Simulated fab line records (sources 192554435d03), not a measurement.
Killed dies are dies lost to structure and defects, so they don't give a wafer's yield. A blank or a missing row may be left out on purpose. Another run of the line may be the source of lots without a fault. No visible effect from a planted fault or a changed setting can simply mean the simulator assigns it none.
The tool behind it: which one? / flow n5-finfet / 9 lots with 27 wafers sampled at 6 steps, on a route of 1938 steps

## WHAT EACH GAUGE READ, for each wafer
N5_BEOL_M2_CD_MEAS_28: target cd 26.2 nm, target cd y 24.1 nm.
lot=L863; measured=day 6 16:23; on=cd-sem-02; cd-nm (nm)=25.97 25.73 26.01
lot=L864; measured=day 7 02:40; on=cd-sem-01; cd-nm (nm)=26.26 26.49 26.02
lot=L865; measured=day 7 03:09; on=cd-sem-01; cd-nm (nm)=26.30 26.37 26.41
lot=L870; measured=day 8 21:36; on=cd-sem-02; cd-nm (nm)=25.71 26.05 26.06
lot=L869; measured=day 8 22:07; on=cd-sem-02; cd-nm (nm)=26.48 26.06 26.29
lot=L872; measured=day 8 23:01; on=cd-sem-01; cd-nm (nm)=26.59 26.41 26.44
lot=L878; measured=day 10 08:23; on=cd-sem-01; cd-nm (nm)=27.46 26.86 27.44
lot=L880; measured=day 11 03:23; on=cd-sem-03; cd-nm (nm)=26.32 26.09 25.91
lot=L882; measured=day 11 22:11; on=cd-sem-03; cd-nm (nm)=25.96 26.23 26.28

N5_BEOL_M2_OVL_MEAS_29.
lot=L863; measured=day 6 16:25; on=overlay-02; V1_OVL (nm)=-0.5 -0.7 -1.4
lot=L864; measured=day 7 02:41; on=overlay-02; V1_OVL (nm)=1.1 -1.5 0.1
lot=L865; measured=day 7 03:11; on=overlay-02; V1_OVL (nm)=-0.2 -0.5 -0.3
lot=L870; measured=day 8 21:38; on=overlay-02; V1_OVL (nm)=-1.9 0.1 -0.9
lot=L869; measured=day 8 22:09; on=overlay-01; V1_OVL (nm)=0.5 -0.3 -0.5
lot=L872; measured=day 8 23:02; on=overlay-01; V1_OVL (nm)=0.6 -0.6 -0.3
lot=L878; measured=day 10 08:26; on=overlay-02; V1_OVL (nm)=-0.6 -0.8 -1.3
lot=L880; measured=day 11 03:25; on=overlay-02; V1_OVL (nm)=-0.1 0.0 -1.0
lot=L882; measured=day 11 22:13; on=overlay-01; V1_OVL (nm)=-0.1 -1.1 0.2

N5_BEOL_M4_RC_MEAS_101.
lot=L863; measured=day 9 01:16; on=prober-02; DIBL_N (mV/V)=36.5 36.5 34.9; DIBL_P (mV/V)=36.2 36.3 33.7; IOFF_N (nA/um)=0.161 0.161 0.131; IOFF_P (nA/um)=0.177 0.175 0.148; ION_N (uA/um)=674 688 659; ION_P (uA/um)=462 460 453; SS_N (mV/dec)=70.6 71.0 70.3; SS_P (mV/dec)=73.1 73.1 72.7; VT_N (mV)=248.3 249.3 254.6; VT_P (mV)=-256 -255 -258
lot=L864; measured=day 9 09:15; on=prober-01; DIBL_N (mV/V)=36.0 36.7 35.0; DIBL_P (mV/V)=36.4 37.5 34.9; IOFF_N (nA/um)=0.155 0.184 0.150; IOFF_P (nA/um)=0.200 0.223 0.181; ION_N (uA/um)=667 683 666; ION_P (uA/um)=450 461 451; SS_N (mV/dec)=71.4 72.0 70.9; SS_P (mV/dec)=73.4 72.9 73.3; VT_N (mV)=250.5 245.8 249.7; VT_P (mV)=-254 -250 -256
lot=L865; measured=day 9 04:16; on=prober-02; DIBL_N (mV/V)=38.0 35.2 36.1; DIBL_P (mV/V)=36.6 33.2 34.4; IOFF_N (nA/um)=0.222 0.158 0.171; IOFF_P (nA/um)=0.228 0.176 0.189; ION_N (uA/um)=689 684 677; ION_P (uA/um)=460 460 462; SS_N (mV/dec)=72.8 71.6 71.7; SS_P (mV/dec)=73.8 72.5 73.7; VT_N (mV)=244.6 246.5 247.0; VT_P (mV)=-247 -251 -251
lot=L870; measured=day 10 13:47; on=prober-01; DIBL_N (mV/V)=35.9 34.6 35.4; DIBL_P (mV/V)=35.2 34.0 35.5; IOFF_N (nA/um)=0.157 0.146 0.165; IOFF_P (nA/um)=0.194 0.183 0.200; ION_N (uA/um)=667 668 667; ION_P (uA/um)=455 458 457; SS_N (mV/dec)=71.5 71.5 72.4; SS_P (mV/dec)=74.3 73.1 73.9; VT_N (mV)=252.4 249.2 248.4; VT_P (mV)=-250 -252 -252
lot=L869; measured=day 10 17:35; on=prober-01; DIBL_N (mV/V)=37.4 38.6 37.8; DIBL_P (mV/V)=38.7 38.5 38.2; IOFF_N (nA/um)=0.190 0.212 0.190; IOFF_P (nA/um)=0.251 0.245 0.239; ION_N (uA/um)=677 680 691; ION_P (uA/um)=464 461 466; SS_N (mV/dec)=71.4 72.2 71.9; SS_P (mV/dec)=73.9 74.0 74.2; VT_N (mV)=244.4 247.3 246.7; VT_P (mV)=-251 -246 -249
lot=L872; measured=day 11 05:14; on=prober-01; DIBL_N (mV/V)=36.7 35.7 38.2; DIBL_P (mV/V)=35.7 33.7 38.3; IOFF_N (nA/um)=0.153 0.143 0.195; IOFF_P (nA/um)=0.236 0.199 0.275; ION_N (uA/um)=683 683 688; ION_P (uA/um)=475 467 480; SS_N (mV/dec)=71.3 71.4 71.7; SS_P (mV/dec)=72.6 72.7 73.3; VT_N (mV)=246.7 246.6 245.8; VT_P (mV)=-247 -253 -246
lot=L878; measured=day 12 14:08; on=prober-02; DIBL_N (mV/V)=35.7 34.5 37.8; DIBL_P (mV/V)=36.9 35.6 39.1; IOFF_N (nA/um)=0.147 0.123 0.188; IOFF_P (nA/um)=0.177 0.160 0.206; ION_N (uA/um)=676 658 668; ION_P (uA/um)=460 450 453; SS_N (mV/dec)=71.2 70.6 71.7; SS_P (mV/dec)=73.3 73.3 73.9; VT_N (mV)=253.7 254.6 247.8; VT_P (mV)=-254 -257 -254
lot=L880; measured=day 13 11:52; on=prober-02; DIBL_N (mV/V)=37.6 38.0 36.0; DIBL_P (mV/V)=36.6 37.1 34.8; IOFF_N (nA/um)=0.173 0.187 0.149; IOFF_P (nA/um)=0.171 0.183 0.158; ION_N (uA/um)=673 680 673; ION_P (uA/um)=447 453 451; SS_N (mV/dec)=71.0 72.1 71.1; SS_P (mV/dec)=73.9 73.8 73.6; VT_N (mV)=248.9 248.6 251.8; VT_P (mV)=-255 -259 -258
lot=L882; measured=day 13 18:54; on=prober-02; DIBL_N (mV/V)=36.7 35.1 36.9; DIBL_P (mV/V)=35.8 34.5 36.0; IOFF_N (nA/um)=0.169 0.149 0.172; IOFF_P (nA/um)=0.236 0.217 0.234; ION_N (uA/um)=681 677 684; ION_P (uA/um)=468 469 468; SS_N (mV/dec)=71.6 71.0 72.2; SS_P (mV/dec)=72.7 73.1 72.9; VT_N (mV)=248.6 249.2 246.8; VT_P (mV)=-248 -249 -248

## EACH LOT AND THE TOOL THAT RAN IT (in order: tool; ch and the chambers of the sampled wafers; start)
lot=L863; N5_BEOL_M1_PRE_CLEAN_60=cvd-co-01 ch 0,2, day 6 13:14; N5_BEOL_M2_EXPOSE_25=euv-scanner-01 ch 0, day 6 16:14; N5_BEOL_M2_ETCH_77=rie-diel-04 ch 0,3, day 6 16:53
lot=L864; N5_BEOL_M1_PRE_CLEAN_60=cvd-co-01 ch 0,2, day 6 22:56; N5_BEOL_M2_EXPOSE_25=euv-scanner-01 ch 0, day 7 02:31; N5_BEOL_M2_ETCH_77=rie-diel-04 ch 1,2, day 7 02:49
lot=L865; N5_BEOL_M1_PRE_CLEAN_60=cvd-co-02 ch 0,1,2, day 7 00:46; N5_BEOL_M2_EXPOSE_25=euv-scanner-01 ch 0, day 7 03:01; N5_BEOL_M2_ETCH_77=rie-diel-04 ch 0,1,2, day 7 03:28
lot=L870; N5_BEOL_M1_PRE_CLEAN_60=cvd-co-02 ch 1,2, day 8 17:07; N5_BEOL_M2_EXPOSE_25=euv-scanner-01 ch 0, day 8 21:27; N5_BEOL_M2_ETCH_77=rie-diel-01 ch 0,2,3, day 8 21:55
lot=L869; N5_BEOL_M1_PRE_CLEAN_60=cvd-co-01 ch 0,1,2, day 8 17:43; N5_BEOL_M2_EXPOSE_25=euv-scanner-02 ch 0, day 8 21:59; N5_BEOL_M2_ETCH_77=rie-diel-03 ch 0,1, day 8 22:24
lot=L872; N5_BEOL_M1_PRE_CLEAN_60=cvd-co-02 ch 0,2, day 8 20:01; N5_BEOL_M2_EXPOSE_25=euv-scanner-01 ch 0, day 8 22:52; N5_BEOL_M2_ETCH_77=rie-diel-04 ch 0,1, day 8 23:10
lot=L878; N5_BEOL_M1_PRE_CLEAN_60=cvd-co-01 ch 0,1, day 10 05:58; N5_BEOL_M2_EXPOSE_25=euv-scanner-01 ch 0, day 10 08:16; N5_BEOL_M2_ETCH_77=rie-diel-01 ch 0,2, day 10 08:33
lot=L880; N5_BEOL_M1_PRE_CLEAN_60=cvd-co-02 ch 0,2, day 11 01:16; N5_BEOL_M2_EXPOSE_25=euv-scanner-02 ch 0, day 11 03:15; N5_BEOL_M2_ETCH_77=rie-diel-04 ch 0,2,3, day 11 03:32
lot=L882; N5_BEOL_M1_PRE_CLEAN_60=cvd-co-02 ch 0,1, day 11 19:09; N5_BEOL_M2_EXPOSE_25=euv-scanner-02 ch 0, day 11 22:03; N5_BEOL_M2_ETCH_77=rie-diel-03 ch 0,1,3, day 11 22:20
- N5_BEOL_M1_PRE_CLEAN_60: time 15 s.
- N5_BEOL_M2_EXPOSE_25: exposes mask V1, defocus 5 nm.
- N5_BEOL_M2_ETCH_77: etches underlayer in N2/H2, target depth 6.5 nm, time 5.2 s.

## AS READ BY THE TOOLS THEMSELVES (means over the sampled wafers that have a number; for cases with no such wafer, the mark the record gives instead)
N5_BEOL_M1_PRE_CLEAN_60.
lot=L863; tool=cvd-co-01; heater-power-w (W)=78
lot=L864; tool=cvd-co-01; heater-power-w (W)=81
lot=L865; tool=cvd-co-02; heater-power-w (W)=77
lot=L870; tool=cvd-co-02; heater-power-w (W)=62
lot=L869; tool=cvd-co-01; heater-power-w (W)=75
lot=L872; tool=cvd-co-02; heater-power-w (W)=91
lot=L878; tool=cvd-co-01; heater-power-w (W)=72
lot=L880; tool=cvd-co-02; heater-power-w (W)=71
lot=L882; tool=cvd-co-02; heater-power-w (W)=97

N5_BEOL_M2_EXPOSE_25.
lot=L863; tool=euv-scanner-01; exposure-dose-mJ-cm2=62.8; stage-msd-nm (nm)=0.824
lot=L864; tool=euv-scanner-01; exposure-dose-mJ-cm2=62.7; stage-msd-nm (nm)=0.825
lot=L865; tool=euv-scanner-01; exposure-dose-mJ-cm2=62.8; stage-msd-nm (nm)=0.827
lot=L870; tool=euv-scanner-01; exposure-dose-mJ-cm2=62.7; stage-msd-nm (nm)=0.823
lot=L869; tool=euv-scanner-02; exposure-dose-mJ-cm2=63.8; stage-msd-nm (nm)=0.843
lot=L872; tool=euv-scanner-01; exposure-dose-mJ-cm2=62.8; stage-msd-nm (nm)=0.823
lot=L878; tool=euv-scanner-01; exposure-dose-mJ-cm2=66.0; stage-msd-nm (nm)=0.821
lot=L880; tool=euv-scanner-02; exposure-dose-mJ-cm2=63.9; stage-msd-nm (nm)=0.819
lot=L882; tool=euv-scanner-02; exposure-dose-mJ-cm2=63.8; stage-msd-nm (nm)=0.810

N5_BEOL_M2_ETCH_77.
lot=L863; tool=rie-diel-04; drypump-motor-current-A (A)=5.6; etch-rf-on-time-s (s)=5.23; oes-product-au (a.u.)=0.71; rf-vpp-V (V)=522; showerhead-plenum-p-Torr (Torr)=2.46; throttle-valve-pct (%)=17.82
lot=L864; tool=rie-diel-04; drypump-motor-current-A (A)=5.4; etch-rf-on-time-s (s)=5.24; oes-product-au (a.u.)=0.74; rf-vpp-V (V)=526; showerhead-plenum-p-Torr (Torr)=2.67; throttle-valve-pct (%)=17.59
lot=L865; tool=rie-diel-04; drypump-motor-current-A (A)=5.5; etch-rf-on-time-s (s)=5.20; oes-product-au (a.u.)=0.74; rf-vpp-V (V)=525; showerhead-plenum-p-Torr (Torr)=2.59; throttle-valve-pct (%)=17.63
lot=L870; tool=rie-diel-01; drypump-motor-current-A (A)=5.8; etch-rf-on-time-s (s)=5.15; oes-product-au (a.u.)=0.74; rf-vpp-V (V)=524; showerhead-plenum-p-Torr (Torr)=2.59; throttle-valve-pct (%)=17.73
lot=L869; tool=rie-diel-03; drypump-motor-current-A (A)=6.1; etch-rf-on-time-s (s)=5.11; oes-product-au (a.u.)=0.77; rf-vpp-V (V)=526; showerhead-plenum-p-Torr (Torr)=2.63; throttle-valve-pct (%)=17.71
lot=L872; tool=rie-diel-04; drypump-motor-current-A (A)=5.1; etch-rf-on-time-s (s)=5.17; oes-product-au (a.u.)=0.75; rf-vpp-V (V)=525; showerhead-plenum-p-Torr (Torr)=2.63; throttle-valve-pct (%)=17.67
lot=L878; tool=rie-diel-01; drypump-motor-current-A (A)=5.5; etch-rf-on-time-s (s)=5.19; oes-product-au (a.u.)=0.73; rf-vpp-V (V)=529; showerhead-plenum-p-Torr (Torr)=2.65; throttle-valve-pct (%)=17.69
lot=L880; tool=rie-diel-04; drypump-motor-current-A (A)=5.9; etch-rf-on-time-s (s)=5.14; oes-product-au (a.u.)=0.73; rf-vpp-V (V)=526; showerhead-plenum-p-Torr (Torr)=2.58; throttle-valve-pct (%)=17.72
lot=L882; tool=rie-diel-03; drypump-motor-current-A (A)=5.6; etch-rf-on-time-s (s)=5.12; oes-product-au (a.u.)=0.70; rf-vpp-V (V)=524; showerhead-plenum-p-Torr (Torr)=2.59; throttle-valve-pct (%)=17.87

## THE ANSWER, worked out from the rows above alone
Rule: the usual values come from the lots themselves. The widest of any qualifying gaps counts: lots, ordered by their means at a reading, are off when they make up no more than a third of the lots, leave a main group of 4 or more, and stand apart from it by 3 or more times the standard deviation of that group's means. A main group whose means are all the same, to the digits that the tables above print for the reading, isn't used. Also off: a lot with no number at a reading for which 4 or more lots have one. Where the step has rows for the other lots, those lots are counted as sound. After the gauges, taken in route order, come the tools' own readings; for these a lot's mean is taken, as printed above. The first step at which some lot is off is used, and at that step the reading that is off furthest; a lot without a number counts as furthest.
Off, at N5_BEOL_M2_CD_MEAS_28 on cd-nm: L878. The main group: mean 26.18 nm, standard deviation 0.19.
A tool fits if, at a process step before that reading, it ran every lot that is off, and no sound lot after the first of them. Not tried: the gauges at N5_BEOL_M2_CD_MEAS_28; whatever is off there is also off at N5_BEOL_M2_OVL_MEAS_29, on other tools, and gauge error can't account for it. 2 tools fit, cvd-co-01 at N5_BEOL_M1_PRE_CLEAN_60 and euv-scanner-01 at N5_BEOL_M2_EXPOSE_25, so this cannot tell which one it is.

## WHAT HAD BEEN PUT IN BY THE SIMULATOR
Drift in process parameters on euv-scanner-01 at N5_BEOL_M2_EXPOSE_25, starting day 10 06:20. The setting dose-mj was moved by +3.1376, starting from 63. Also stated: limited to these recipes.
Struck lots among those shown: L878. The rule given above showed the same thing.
